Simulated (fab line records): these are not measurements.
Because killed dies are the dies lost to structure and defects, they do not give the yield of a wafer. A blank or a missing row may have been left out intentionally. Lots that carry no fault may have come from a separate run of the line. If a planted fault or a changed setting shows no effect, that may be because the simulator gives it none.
Split-lot trial ; flow n5 finfet ; 39 wafers read across 7 lots, on a route 1938 steps long

## THE SPLIT ITSELF
At N5_WELL_APT_IMPLANT_15, the setting energy kev was moved away from the recipe's 25 on 9 of the 39 wafers read, by -12.2% to -4.2%. For the rest of the wafers, this setting stayed at what the recipe calls for.

The split's own step is where the reading is taken.

## THE READING
The simulator's own value implant.drp nm, read by no gauge, in nm at N5_WELL_APT_IMPLANT_15. There is no usual value for it anywhere in the file.

wafer;tool, chamber at the split;energy kev as run;against the recipe;implant.drp nm, nm;against lot-mates on the recipe
L083.1;implanter-01, 0;25;recipe;8.457;-
L083.3;implanter-01, 0;25;recipe;8.457;-
L083.5;implanter-01, 0;25;recipe;8.457;-
L083.2;implanter-01, 0;23.96;-4.2%;8.207;-0.250
L083.4;implanter-01, 0;23.96;-4.2%;8.207;-0.250
L083.6;implanter-01, 0;23.96;-4.2%;8.207;-0.250
L084.1;implanter-02, 0;25;recipe;8.457;-
L084.2;implanter-02, 0;25;recipe;8.457;-
L084.3;implanter-02, 0;25;recipe;8.457;-
L084.4;implanter-02, 0;25;recipe;8.457;-
L084.5;implanter-02, 0;25;recipe;8.457;-
L084.6;implanter-02, 0;25;recipe;8.457;-
L087.1;implanter-01, 0;21.95;-12.2%;7.717;-0.740
L087.2;implanter-01, 0;21.95;-12.2%;7.717;-0.740
L087.6;implanter-01, 0;21.95;-12.2%;7.717;-0.740
L087.3;implanter-01, 0;25;recipe;8.457;-
L087.4;implanter-01, 0;25;recipe;8.457;-
L087.5;implanter-01, 0;25;recipe;8.457;-
L088.1;implanter-01, 0;25;recipe;8.457;-
L088.2;implanter-01, 0;25;recipe;8.457;-
L088.3;implanter-01, 0;25;recipe;8.457;-
L088.4;implanter-01, 0;25;recipe;8.457;-
L088.5;implanter-01, 0;25;recipe;8.457;-
L088.6;implanter-01, 0;25;recipe;8.457;-
L089.1;implanter-01, 0;25;recipe;8.457;-
L089.2;implanter-01, 0;25;recipe;8.457;-
L089.3;implanter-01, 0;25;recipe;8.457;-
L089.4;implanter-01, 0;25;recipe;8.457;-
L089.5;implanter-01, 0;25;recipe;8.457;-
L089.6;implanter-01, 0;25;recipe;8.457;-
L095.1;implanter-01, 0;25;recipe;8.457;-
L095.2;implanter-01, 0;25;recipe;8.457;-
L095.4;implanter-01, 0;25;recipe;8.457;-
L095.3;implanter-01, 0;23.52;-5.9%;8.101;-0.356
L095.5;implanter-01, 0;23.52;-5.9%;8.101;-0.356
L095.6;implanter-01, 0;23.52;-5.9%;8.101;-0.356
L097.1;implanter-02, 0;25;recipe;8.457;-
L097.3;implanter-02, 0;25;recipe;8.457;-
L097.6;implanter-02, 0;25;recipe;8.457;-

FIT RESULTS
A straight line over all 39 wafers: implant.drp nm changes by +0.0605 nm for each +1% of energy kev; r = +1.00; the points scatter about the line by 0.00092 nm.
The same after taking each lot's own level away (the mean of its wafers on the recipe; 39 wafers): +0.0605 nm for each +1%; r = +1.00; scatter 0.00092 nm.
On that fit, the largest move of energy kev shifts the reading by 0.74 nm.
The lots' own levels span 8.4570 to 8.4570 nm.
Consequently the slope shifts little with the lot-to-lot level, the two slopes agreeing.
Check: for one of the wafers moved furthest among these (-12.2%), held out of the fit, the line's prediction against its lot-mates is -0.738 nm. It came out at -0.74 nm against them.

## THE WHOLE CHAIN: every reading that the file lists as answering this split, in the file's order
step;what it does;reading;change (the file's fit);r (the file's)
N5_WELL_APT_IMPLANT_15;;implant.rp nm (the simulator's own value, which no gauge read);+0.143 nm for each +1% of the setting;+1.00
N5_WELL_APT_IMPLANT_15;;implant.drp nm (the simulator's own value, which no gauge read);+0.0605 nm for each +1% of the setting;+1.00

## FILE'S OWN FIT
implant.drp nm changes by +0.0605 nm for each +1% of energy kev, r = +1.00.
